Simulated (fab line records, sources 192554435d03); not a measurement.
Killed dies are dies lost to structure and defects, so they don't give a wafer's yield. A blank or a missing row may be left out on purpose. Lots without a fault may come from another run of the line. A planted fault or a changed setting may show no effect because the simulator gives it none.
Chamber matching | flow n5_finfet | N5_BEOL_M0_SAQP_PECVD_03 on pecvd-03: 3 sister chambers
The step deposits SiCN from 3MS/NH3, target thk 12 nm, time 21.1 s. 6 wafers are shown with their chamber, then 8 later ones without.

WAFERS WITH THEIR CHAMBER
wafer  | chamber | showerhead_vpp_V (V) | showerhead_plenum_p_Torr (Torr)
L086.6 | 2       | 921                  | 3.660
L087.4 | 2       | 916                  | 3.661
L091.1 | 1       | 863                  | 3.679
L091.3 | 0       | 907                  | 3.692
L091.6 | 0       | 904                  | 3.673
L092.2 | 1       | 875                  | 3.672

WAFERS WITHOUT THEIR CHAMBER
wafer  | showerhead_vpp_V (V) | showerhead_plenum_p_Torr (Torr)
L092.4 | 917                  | 3.678
L092.5 | 861                  | 3.684
L094.1 | 931                  | 3.661
L094.4 | 897                  | 3.682
L094.5 | 928                  | 3.670
L096.2 | 902                  | 3.681
L096.3 | 921                  | 3.674
L096.5 | 877                  | 3.674

WHICH CHAMBER EACH WENT THROUGH
wafer  | from the rows above     | in truth
L092.4 | can't be placed: 2 or 0 | 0
L092.5 | 1                       | 1
L094.1 | 2                       | 2
L094.4 | 0                       | 0
L094.5 | 2                       | 2
L096.2 | 0                       | 0
L096.3 | can't be placed: 2 or 0 | 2
L096.5 | 1                       | 1
Placed correctly: 6 of 8. Can't be placed from these rows: 2 (the true chamber is among the candidates in 2). Placed wrongly: 0.
How it was worked out, from the rows above alone: a wafer's distance from a chamber is the root of the sum, over the readings, of the square of ((its reading less the chamber's mean) divided by the reading's scatter). The wafer belongs to the nearest chamber; if the next one is less than 2 further off, it can't be placed. A chamber's mean is the mean of its shown wafers. The scatter: the root of (the sum of the squares of (reading less its chamber's mean) over the shown wafers, divided by (wafers less chambers)).
